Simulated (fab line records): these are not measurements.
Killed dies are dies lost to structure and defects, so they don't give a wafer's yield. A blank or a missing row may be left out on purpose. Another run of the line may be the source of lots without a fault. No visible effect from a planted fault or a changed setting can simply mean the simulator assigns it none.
Chamber matching / flow n5_finfet / N5_BEOL_M4_ALD_98 on ald_sin-01 has 4 sister chambers
The step deposits SiO2, target thk 2.5 nm, pulse time 1 s, co reactant pulse time 1 s. 14 wafers are shown with their chamber, then 7 later ones without.

== WAFERS WITH THEIR CHAMBER ==
wafer=L080.1; chamber=2; heater_power_w (W)=70; precursor_pulse_height_rel=1.001
wafer=L080.3; chamber=3; heater_power_w (W)=75; precursor_pulse_height_rel=1.002
wafer=L080.5; chamber=3; heater_power_w (W)=76; precursor_pulse_height_rel=0.986
wafer=L083.3; chamber=2; heater_power_w (W)=70; precursor_pulse_height_rel=0.981
wafer=L083.4; chamber=3; heater_power_w (W)=75; precursor_pulse_height_rel=1.021
wafer=L083.5; chamber=3; heater_power_w (W)=76; precursor_pulse_height_rel=0.969
wafer=L086.1; chamber=3; heater_power_w (W)=76; precursor_pulse_height_rel=0.995
wafer=L086.4; chamber=2; heater_power_w (W)=69; precursor_pulse_height_rel=0.960
wafer=L086.6; chamber=0; heater_power_w (W)=80; precursor_pulse_height_rel=0.977
wafer=L092.1; chamber=1; heater_power_w (W)=75; precursor_pulse_height_rel=1.037
wafer=L092.2; chamber=0; heater_power_w (W)=81; precursor_pulse_height_rel=1.033
wafer=L092.6; chamber=1; heater_power_w (W)=72; precursor_pulse_height_rel=0.987
wafer=L093.1; chamber=3; heater_power_w (W)=76; precursor_pulse_height_rel=1.026
wafer=L093.4; chamber=0; heater_power_w (W)=81; precursor_pulse_height_rel=1.011

SIGNATURES (averages over the wafers above)
reading=heater_power_w; chamber 0=80.67; chamber 1=73.50; chamber 2=69.67; chamber 3=75.67; scatter within a chamber=0.847
reading=precursor_pulse_height_rel; chamber 0=1.00700; chamber 1=1.01200; chamber 2=0.98067; chamber 3=0.99983; scatter within a chamber=0.0245
Rule: for each reading, subtract the chamber's mean from the wafer's reading, divide by that reading's scatter and square the result; add these up over the readings and take the root, which gives the wafer's distance from the chamber. If the next closest chamber is less than 2 further off than the closest, the wafer can't be placed; otherwise it belongs to the closest. The scatter: take each reading less its chamber's mean, square it, sum over the shown wafers, divide by the number of wafers less the number of chambers, and take the root.

== WAFERS WHOSE CHAMBER IS MISSING ==
wafer=L093.5; heater_power_w (W)=81; precursor_pulse_height_rel=1.029
wafer=L096.2; heater_power_w (W)=78; precursor_pulse_height_rel=1.000
wafer=L096.3; heater_power_w (W)=71; precursor_pulse_height_rel=1.006
wafer=L096.5; heater_power_w (W)=75; precursor_pulse_height_rel=0.993
wafer=L097.1; heater_power_w (W)=71; precursor_pulse_height_rel=1.010
wafer=L097.3; heater_power_w (W)=82; precursor_pulse_height_rel=1.015
wafer=L097.5; heater_power_w (W)=78; precursor_pulse_height_rel=1.004

== WHICH CHAMBER EACH WENT THROUGH ==
wafer=L093.5; from the rows above=0; in truth=0
wafer=L096.2; from the rows above=can't be placed: 3 or 0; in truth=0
wafer=L096.3; from the rows above=can't be placed: 2 or 1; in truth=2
wafer=L096.5; from the rows above=can't be placed: 3 or 1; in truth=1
wafer=L097.1; from the rows above=can't be placed: 2 or 1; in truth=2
wafer=L097.3; from the rows above=0; in truth=0
wafer=L097.5; from the rows above=can't be placed: 3 or 0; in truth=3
Placed correctly: 2 of 7. Can't be placed from these rows: 5 (the true chamber is among the candidates in 5). 0 placed wrongly.
